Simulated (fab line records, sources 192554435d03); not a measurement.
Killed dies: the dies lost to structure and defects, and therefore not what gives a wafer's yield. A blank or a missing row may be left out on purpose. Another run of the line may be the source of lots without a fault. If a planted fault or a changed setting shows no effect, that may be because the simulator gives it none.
fab line records + flow n5Finfet
record:
- lots: 12
- wafers: 36
- lastDay: 17
route steps=1938 shown MOL_CONTACT_COAG@578 PAD_METAL@1895 PASSIVATION@1911
lots untouched by any fault: they come from a run of this same line in which no faults occurred
startH: start of the lot's first displayed wafer, in hours after the record's first day + waitH: hours from the lot's prior step to this one + " repeats the value in the row above + L1.1+2: one row covering several wafers at once + - no value, or no start was given + * or withheld: withheld + < > ~ a bound
route shown NAME@n: names a module that has steps shown in the file, with the first one's number in the route + usual: the fault-free wafers' mean and standard deviation + same: alike in all rows + chamber/n: place in a boat + sites: per-site readings + _std_site: their standard deviation + _edge_site: the outer-site mean with the inner-site mean subtracted + radiusMm: how far each site lies from the wafer's centre + mask NAME#n: copy n + behind: tool/chamber where the wafer was last shaped + hold: reason for holding the lot/hours on hold/outcome of the hold + device: names the non-switching transistor (n, p or np) + end of line: tests of these same wafers at the route's end + where a step has no rows: the recipe by itself + killed: not the wafer's yield, but the dies lost to structure and defects at the first sort + map: per-die view of a wafer (x killed, . not killed, _ where there is no die)
set.NAME: the setting as run; set.NAME@STEP: as run at that earlier step + model.NAME: the simulator's own value behind a step, which no gauge read
a sample of lots followed through the steps of the route, with each step as a table and each wafer as a row
services: the hour from which a tool's chamber was out of use, counted from the record's first day as startH (under 0 if before that day), plus the number of hours and why
== steps ==
step: N5_MOL_CONTACT_COAG_ETCH_90
recipe:
- chemistry: CF4
- target: SiARC
- targetDepthA: 130
- maskMaterial: CAR-EUV
- timeS: 21.7
- ionEnergyEv: 80
- pressureMtorr: 40
- sourceW: 545
- biasW: 36
- Ar_flow_sccm: 100
- cf4FlowSccm: 100
- ends: cleared
usual:
- drypumpMotorCurrentA: 5.9/0.35
- etchRfOnTimeS: 21.6/0.33
- oesProductAu: 0.66/0.063
- rfVppV: 184.5/1.1
- showerheadPlenumPTorr: 2.17/0.061
- throttleValvePct: 15.68/0.28
| lot.wafer | tool       | chamber | startH | waitH | drypumpMotorCurrentA | etchRfOnTimeS | oesProductAu | rfHoursCounterH | rfVppV | showerheadPlenumPTorr | throttleValvePct |
|-----------|------------|---------|--------|-------|----------------------|---------------|--------------|-----------------|--------|-----------------------|------------------|
| L237.4    | rieDiel-03 | 1       | 98.42  | 0.0   | 5.4                  | 21.3          | 0.66         | -               | 183.1  | 2.06                  | 15.17            |
| L237.5    | "          | 0       | "      | "     | 5.7                  | 22.0          | 0.59         | -               | 185.4  | 2.20                  | 15.87            |
| L237.6    | "          | 2       | "      | "     | 5.8                  | 21.4          | 0.79         | -               | 185.8  | 2.27                  | 15.23            |
| L238.1    | rieDiel-04 | 2       | 105.26 | 0.0   | 6.0                  | 21.9          | 0.66         | 141             | 182.3  | 2.14                  | 15.91            |
| L238.3    | "          | 0       | "      | "     | 6.3                  | 21.8          | 0.62         | 200             | 185.2  | 2.21                  | 15.68            |
| L238.6    | "          | 0       | "      | "     | 6.2                  | 22.0          | 0.62         | -               | 184.3  | 2.21                  | 15.68            |
| L239.1    | rieDiel-04 | 2       | 114.50 | 0.0   | 6.1                  | 21.6          | 0.66         | 144             | 185.2  | 2.14                  | 15.93            |
| L239.3    | "          | 3       | "      | "     | 6.3                  | 21.2          | 0.67         | 153             | 183.9  | 2.14                  | 15.90            |
| L239.5    | "          | 2       | "      | "     | 6.1                  | 21.7          | 0.66         | -               | 184.5  | 2.14                  | 15.94            |
| L240.1    | rieDiel-04 | 1       | 121.29 | 0.0   | 6.5                  | 21.5          | 0.60         | 224             | 186.6  | 2.21                  | 15.96            |
| L240.2    | "          | 0       | "      | "     | 6.3                  | 21.8          | 0.61         | 207             | 185.3  | 2.21                  | 15.70            |
| L240.5    | "          | 1       | "      | "     | 6.5                  | 21.7          | 0.59         | -               | 186.2  | 2.21                  | 15.93            |
| L241.1    | rieDiel-03 | 3       | 122.43 | 0.0   | 5.5                  | 22.0          | 0.64         | 161             | 183.9  | 2.14                  | 15.90            |
| L241.3    | "          | 2       | "      | "     | 5.8                  | 21.5          | 0.78         | 29              | 186.1  | 2.27                  | 15.25            |
| L241.5    | "          | 1       | "      | "     | 5.4                  | 21.6          | 0.65         | -               | 185.8  | 2.06                  | 15.18            |
| L243.1    | rieDiel-05 | 1       | 132.05 | 0.0   | 5.5                  | 21.6          | 0.62         | 170             | 184.4  | 2.22                  | 15.68            |
| L243.4    | "          | 0       | "      | "     | 5.6                  | 20.9          | 0.77         | 23              | 185.7  | 2.28                  | 15.25            |
| L243.6    | "          | 3       | "      | "     | 5.8                  | 21.0          | 0.75         | -               | 183.9  | 2.10                  | 15.43            |
| L244.3    | rieDiel-03 | 0       | 140.95 | 0.0   | 5.7                  | 22.1          | 0.59         | 219             | 184.8  | 2.20                  | 15.87            |
| L244.4    | "          | 2       | "      | "     | 5.7                  | 21.5          | 0.77         | 35              | 186.3  | 2.26                  | 15.25            |
| L244.5    | "          | 3       | "      | "     | 5.6                  | 22.1          | 0.62         | -               | 184.2  | 2.14                  | 15.91            |
| L245.2    | rieDiel-04 | 3       | 148.68 | 0.0   | 6.2                  | 21.5          | 0.65         | 167             | 183.5  | 2.14                  | 15.92            |
| L245.3    | "          | 0       | "      | "     | 6.3                  | 21.6          | 0.61         | 218             | 184.9  | 2.20                  | 15.73            |
| L245.6    | "          | 1       | "      | "     | 6.5                  | 21.8          | 0.58         | -               | 184.9  | 2.20                  | 15.97            |
| L247.4    | rieDiel-03 | 1       | 160.96 | 0.0   | 5.4                  | 21.8          | 0.64         | 159             | 183.6  | 2.05                  | 15.22            |
| L247.5    | "          | 1       | "      | "     | 5.4                  | 21.6          | 0.64         | -               | 183.6  | 2.05                  | 15.22            |
| L247.6    | "          | 0       | "      | "     | 5.7                  | 22.3          | 0.58         | -               | 185.3  | 2.20                  | 15.89            |
| L248.2    | rieDiel-04 | 1       | 165.17 | 0.0   | 6.4                  | 21.9          | 0.58         | 240             | 186.2  | 2.20                  | 15.96            |
| L248.4    | "          | 0       | "      | "     | 6.3                  | 21.9          | 0.61         | 222             | 184.1  | 2.20                  | 15.73            |
| L248.5    | "          | 2       | "      | "     | 6.0                  | 22.3          | 0.64         | -               | 185.2  | 2.14                  | 15.97            |
| L256.3    | rieDiel-03 | 2       | 211.15 | 0.0   | 5.8                  | 21.7          | 0.74         | 58              | 186.5  | 2.26                  | 15.32            |
| L256.4    | "          | 3       | "      | "     | 5.5                  | 22.0          | 0.61         | 189             | 184.7  | 2.13                  | 15.95            |
| L256.6    | "          | 2       | "      | "     | 5.8                  | 21.5          | 0.75         | -               | 184.4  | 2.26                  | 15.29            |
| L260.2    | rieDiel-05 | 3       | 235.86 | 0.0   | 5.8                  | 21.2          | 0.70         | 74              | 183.9  | 2.08                  | 15.51            |
| L260.3    | "          | 2       | "      | "     | 5.5                  | 21.6          | 0.70         | 73              | 186.3  | 2.16                  | 15.50            |
| L260.6    | "          | 3       | "      | "     | 5.8                  | 21.1          | 0.70         | -               | 182.0  | 2.08                  | 15.52            |
step: N5_PASSIVATION_SPUTTER_20
recipe:
- material: TaN
- targetThkA: 500
- tempC: 25
- chamberPressurePa: 0.4
usual:
- throttleValvePct: 30.1/0.93
| lot.wafer | tool          | chamber | startH | waitH | throttleValvePct |
|-----------|---------------|---------|--------|-------|------------------|
| L237.4    | pvdSputter-03 | -       | 246.27 | 0.0   | 30.4             |
| L237.5    | "             | -       | "      | "     | 29.2             |
| L237.6    | "             | -       | "      | "     | 31.6             |
| L238.1    | pvdSputter-03 | -       | 261.07 | 0.0   | 31.8             |
| L238.3    | "             | -       | "      | "     | 30.2             |
| L238.6    | "             | -       | "      | "     | 29.7             |
| L240.1    | pvdSputter-01 | -       | 272.34 | 0.0   | 32.1             |
| L240.2    | "             | -       | "      | "     | 30.0             |
| L240.5    | "             | -       | "      | "     | 31.9             |
| L239.1    | pvdSputter-02 | -       | 272.49 | 0.0   | 29.4             |
| L239.3    | "             | -       | "      | "     | 28.8             |
| L239.5    | "             | -       | "      | "     | 29.8             |
| L241.1    | pvdSputter-03 | -       | 287.26 | 0.0   | 31.5             |
| L241.3    | "             | -       | "      | "     | 30.1             |
| L241.5    | "             | -       | "      | "     | 32.1             |
| L243.1    | pvdSputter-02 | -       | 299.28 | 0.0   | 29.2             |
| L243.4    | "             | -       | "      | "     | 29.2             |
| L243.6    | "             | -       | "      | "     | 29.0             |
| L244.3    | pvdSputter-01 | -       | 299.63 | 0.0   | 29.7             |
| L244.4    | "             | -       | "      | "     | 30.0             |
| L244.5    | "             | -       | "      | "     | 29.8             |
| L245.2    | pvdSputter-01 | -       | 323.24 | 0.0   | 30.0             |
| L245.3    | "             | -       | "      | "     | 30.0             |
| L245.6    | "             | -       | "      | "     | 29.8             |
| L247.4    | pvdSputter-01 | -       | 328.00 | 0.0   | 30.4             |
| L247.5    | "             | -       | "      | "     | 29.8             |
| L247.6    | "             | -       | "      | "     | 31.9             |
| L248.2    | pvdSputter-02 | -       | 336.49 | 0.0   | 29.0             |
| L248.4    | "             | -       | "      | "     | 30.0             |
| L248.5    | "             | -       | "      | "     | 29.2             |
| L260.2    | pvdSputter-01 | -       | 403.50 | 0.0   | 30.0             |
| L260.3    | "             | -       | "      | "     | 30.6             |
| L260.6    | "             | -       | "      | "     | 30.2             |
| L256.3    | pvdSputter-01 | -       | 404.28 | 0.0   | 30.1             |
| L256.4    | "             | -       | "      | "     | 29.8             |
| L256.6    | "             | -       | "      | "     | 29.9             |
step: N5_PASSIVATION_STRIP_34
recipe:
- chemistry: O2
- powerW: 600
- tempC: 60
- pressureMtorr: 30
- rfFrequencyHz: 6e+07
- biasPowerW: 0
- overashFraction: 2
- o2FlowSccm: 225
usual:
- drypumpMotorCurrentA: 6.0/0.34
- oesProductAu: 0.80/0.1
- rfVppV: 3.6/1.6
- showerheadPlenumPTorr: 2.10/0.057
- throttleValvePct: 16.75/0.25
| lot.wafer | tool       | chamber | startH | waitH | drypumpMotorCurrentA | oesProductAu | rfHoursCounterH | rfVppV | showerheadPlenumPTorr | throttleValvePct |
|-----------|------------|---------|--------|-------|----------------------|--------------|-----------------|--------|-----------------------|------------------|
| L237.4    | rieDiel-04 | 1       | 247.56 | 0.1   | 6.4                  | 0.94         | -               | 1.8    | 2.15                  | 16.62            |
| L237.5    | "          | 2       | "      | "     | 6.0                  | 0.74         | -               | 3.7    | 2.07                  | 17.03            |
| L237.6    | "          | 3       | "      | "     | 6.3                  | 0.71         | -               | 6.1    | 2.07                  | 16.99            |
| L238.1    | rieDiel-04 | 0       | 262.33 | 0.1   | 6.3                  | 1.01         | 2               | 8.5    | 2.16                  | 16.42            |
| L238.3    | "          | 3       | "      | "     | 6.2                  | 0.71         | 209             | 1.4    | 2.07                  | 16.98            |
| L238.6    | "          | 2       | "      | "     | 6.1                  | 0.72         | -               | 3.6    | 2.07                  | 17.04            |
| L240.1    | rieDiel-04 | 0       | 273.73 | 0.1   | 6.3                  | 0.98         | 3               | 5.4    | 2.16                  | 16.40            |
| L240.2    | "          | 1       | "      | "     | 6.4                  | 0.94         | 24              | 6.8    | 2.15                  | 16.65            |
| L240.5    | "          | 2       | "      | "     | 6.1                  | 0.72         | -               | 1.6    | 2.07                  | 17.05            |
| L239.1    | rieDiel-04 | 3       | 274.37 | 0.2   | 6.3                  | 0.72         | 213             | 3.4    | 2.07                  | 17.01            |
| L239.3    | "          | 2       | "      | "     | 6.1                  | 0.72         | 200             | 3.3    | 2.07                  | 17.07            |
| L239.5    | "          | 3       | "      | "     | 6.2                  | 0.73         | -               | 2.7    | 2.07                  | 16.95            |
| L241.1    | rieDiel-04 | 0       | 289.46 | 0.5   | 6.3                  | 0.96         | 8               | 4.3    | 2.16                  | 16.46            |
| L241.3    | "          | 3       | "      | "     | 6.2                  | 0.72         | 218             | 1.2    | 2.07                  | 17.05            |
| L241.5    | "          | 3       | "      | "     | 6.2                  | 0.72         | -               | 2.4    | 2.07                  | 16.95            |
| L243.1    | rieDiel-04 | 0       | 300.61 | 0.2   | 6.3                  | 0.92         | 12              | 2.0    | 2.16                  | 16.48            |
| L243.4    | "          | 3       | "      | "     | 6.2                  | 0.71         | 223             | 1.4    | 2.07                  | 17.04            |
| L243.6    | "          | 0       | "      | "     | 6.3                  | 0.97         | -               | 4.8    | 2.16                  | 16.45            |
| L244.3    | rieDiel-04 | 1       | 301.65 | 0.5   | 6.5                  | 0.91         | 32              | 4.7    | 2.14                  | 16.60            |
| L244.4    | "          | 3       | "      | "     | 6.3                  | 0.72         | 223             | 2.8    | 2.06                  | 17.01            |
| L244.5    | "          | 2       | "      | "     | 6.1                  | 0.71         | -               | 2.8    | 2.07                  | 17.07            |
| L245.2    | rieDiel-05 | 3       | 324.54 | 0.1   | 5.8                  | 0.78         | 106             | 3.9    | 2.03                  | 16.64            |
| L245.3    | "          | 1       | "      | "     | 5.5                  | 0.68         | 237             | 4.8    | 2.16                  | 16.85            |
| L245.6    | "          | 2       | "      | "     | 5.5                  | 0.81         | -               | 5.0    | 2.11                  | 16.69            |
| L247.4    | rieDiel-05 | 0       | 329.27 | 0.1   | 5.6                  | 0.78         | 84              | 1.9    | 2.21                  | 16.41            |
| L247.5    | "          | 2       | "      | "     | 5.5                  | 0.81         | -               | 2.5    | 2.11                  | 16.69            |
| L247.6    | "          | 3       | "      | "     | 5.8                  | 0.77         | -               | 3.7    | 2.03                  | 16.62            |
| L248.2    | rieDiel-04 | 3       | 338.01 | 0.1   | 6.2                  | 0.71         | 237             | 3.9    | 2.06                  | 17.00            |
| L248.4    | "          | 3       | "      | "     | 6.2                  | 0.70         | -               | 2.0    | 2.06                  | 17.08            |
| L248.5    | "          | 2       | "      | "     | 6.0                  | 0.73         | -               | 3.9    | 2.06                  | 17.09            |
| L260.2    | rieDiel-04 | 2       | 404.79 | 0.1   | 6.1                  | 0.70         | 250             | 2.1    | 2.05                  | 17.18            |
| L260.3    | "          | 3       | "      | "     | 6.2                  | 0.98         | 1               | 0.6    | 2.06                  | 16.56            |
| L260.6    | "          | 2       | "      | "     | 6.1                  | 0.68         | -               | 3.2    | 2.05                  | 17.15            |
| L256.3    | rieDiel-04 | 3       | 405.69 | 0.2   | 6.2                  | 0.99         | 2               | 3.1    | 2.06                  | 16.62            |
| L256.4    | "          | 3       | "      | "     | 6.2                  | 0.97         | -               | 2.9    | 2.06                  | 16.58            |
| L256.6    | "          | 0       | "      | "     | 6.3                  | 0.90         | -               | 3.0    | 2.14                  | 16.49            |
step: N5_PASSIVATION_PROBE_49
usual:
- killed_at_M0_to_M3: 35/11
- killed_at_M4_up: 14/5.4
- killedAtContacts: 12/6.2
- killedAtFrontEnd: 38/11
- killedAtOther: 4.1/2.8
- killedDies: 103/17
- killedOnRim: 13/4
- killedOpen: 66/13
- killedShort: 34/8.2
same:
- grossDies: 1180
- killedAtBackSide: 0
| lot.wafer | tool      | chamber | startH | waitH | killed_at_M0_to_M3 | killed_at_M4_up | killedAtContacts | killedAtFrontEnd | killedAtOther | killedDies | killedOnRim | killedOpen | killedShort |
|-----------|-----------|---------|--------|-------|--------------------|-----------------|------------------|------------------|---------------|------------|-------------|------------|-------------|
| L247.5    | prober-02 | -       | 334.29 | 0.2   | 27                 | 13              | 12               | 66               | 8             | 126        | 23          | 79         | 44          |
| L248.2    | prober-01 | -       | 342.72 | 0.1   | 24                 | 17              | 4                | 40               | 4             | 89         | 12          | 63         | 25          |
| L248.4    | prober-01 | -       | 342.82 | 0.2   | 35                 | 33              | 76               | 40               | 6             | 190        | 30          | 86         | 38          |
| L248.5    | prober-01 | -       | 342.87 | 0.2   | 44                 | 10              | 10               | 46               | 1             | 111        | 14          | 79         | 30          |
killed by level:class
L247.5 STI_FIN_REVEAL:geometricParticle:open=17 MOL_CONTACT_COAG:geometricParticle:open=10 FIN_SAQP:geometricParticle:short=9 BEOL_M1:geometricParticle:open=9 DUMMY_GATE:geometricParticle:open=9 GATE_CUT:geometricParticle:short=8 FIN_SAQP:geometricParticle:open=6 GATE_CUT:geometricParticle:open=5
L248.2 BEOL_M4:geometricParticle:open=10 STI_FIN_REVEAL:geometricParticle:open=9 FIN_SAQP:geometricParticle:short=8 BEOL_M2:geometricParticle:open=8 BEOL_M1:geometricParticle:open=6 DUMMY_GATE:geometricParticle:open=5 GATE_CUT:geometricParticle:open=4 BEOL_M4:geometricParticle:short=4
L248.4 MOL_CONTACT_COAG:unspecified=64 BEOL_M4:geometricParticle:open=21 MOL_CONTACT_COAG:geometricParticle:open=11 STI_FIN_REVEAL:geometricParticle:open=9 BEOL_M0_SAQP:geometricParticle:open=9 BEOL_M0_SAQP:geometricParticle:short=9 GATE_CUT:geometricParticle:short=6 BEOL_M4:geometricParticle:short=6
L248.5 STI_FIN_REVEAL:geometricParticle:open=21 BEOL_M3:geometricParticle:open=12 BEOL_M0_SAQP:geometricParticle:short=10 MOL_CONTACT_COAG:geometricParticle:open=9 FIN_SAQP:geometricParticle:short=7 BEOL_M2:geometricParticle:open=6 FIN_SAQP:geometricParticle:open=5 BEOL_M0_SAQP:geometricParticle:open=5
== services ==
| tool          | chamber | startH | hours | kind                        |
|---------------|---------|--------|-------|-----------------------------|
| pvdSputter-03 | -       | 92.09  | 4.6   | repair                      |
| rieDiel-03    | 3       | 95.34  | 22.6  | repair                      |
| rieDiel-03    | 0       | 103.91 | 18.7  | repair                      |
| pvdSputter-02 | -       | 106.02 | 18.2  | repair                      |
| rieDiel-03    | -       | 112.50 | 2.8   | repair                      |
| rieDiel-04    | 2       | 116.92 | 6.0   | repair                      |
| pvdSputter-03 | -       | 131.77 | 0.5   | repair                      |
| pvdSputter-03 | -       | 135.06 | 2.9   | repair                      |
| rieDiel-04    | 1       | 198.07 | -     | clean                       |
| rieDiel-04    | 1       | 198.07 | -     | consumableReplace:focusRing |
| rieDiel-04    | 1       | 198.07 | 16.8  | scheduledDown               |
| rieDiel-04    | 1       | 198.07 | 16.8  | ventCycle                   |
| rieDiel-05    | 0       | 219.57 | 8.4   | repair                      |
| rieDiel-05    | 2       | 241.26 | 2.6   | repair                      |
| rieDiel-04    | 0       | 242.74 | -     | clean                       |
| rieDiel-04    | 0       | 242.74 | -     | consumableReplace:focusRing |
| rieDiel-05    | 0       | 255.58 | 11.1  | repair                      |
| rieDiel-04    | 0       | 266.18 | 6.3   | repair                      |
| rieDiel-05    | -       | 299.94 | 2.8   | pm                          |
| pvdSputter-02 | -       | 317.00 | 6.5   | repair                      |
| rieDiel-03    | -       | 321.59 | 0.2   | repair                      |
| rieDiel-03    | 3       | 327.58 | 11.6  | repair                      |
| rieDiel-04    | 1       | 328.03 | 7.2   | repair                      |
| rieDiel-04    | 3       | 367.57 | 8.4   | repair                      |
== key ==
firstSign:
- step: N5_PASSIVATION_PROBE_49
- reading: killedAtContacts
- direction: up
- sigmas: 10
- usual: 12
- struck: 76
effect:
- step: N5_PASSIVATION_PROBE_49
- reading: killedDies
- direction: up
- sigmas: 5.1
- usual: 103
- struck: 190
moreKillsBornAt:
- N5_MOL_CONTACT_COAG_ETCH_90@rieDiel-04: 64
metAt N5_MOL_CONTACT_COAG_ETCH_90
struckLots L248
struckWafers L248.4
testerLeftOut L248
notActingAt N5_PASSIVATION_SPUTTER_20,N5_PASSIVATION_STRIP_34
onsetBetween 148.68 165.17
fault:
- kind: chamberParticleSource
- tool: rieDiel-04
- chamber: 0
- onsetH: 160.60
- steps: N5_MOL_CONTACT_COAG_ETCH_90
- ratePerVisitCm2: 0.39958
- endH: 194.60
testerLeftOut: of these lots the tester's yield and bins aren't shown, on N5 and GAA mostly nor the transistor test; their killed dies are dies lost to structure and defects alone, not to doping, threshold or leakage, so they don't give the yield
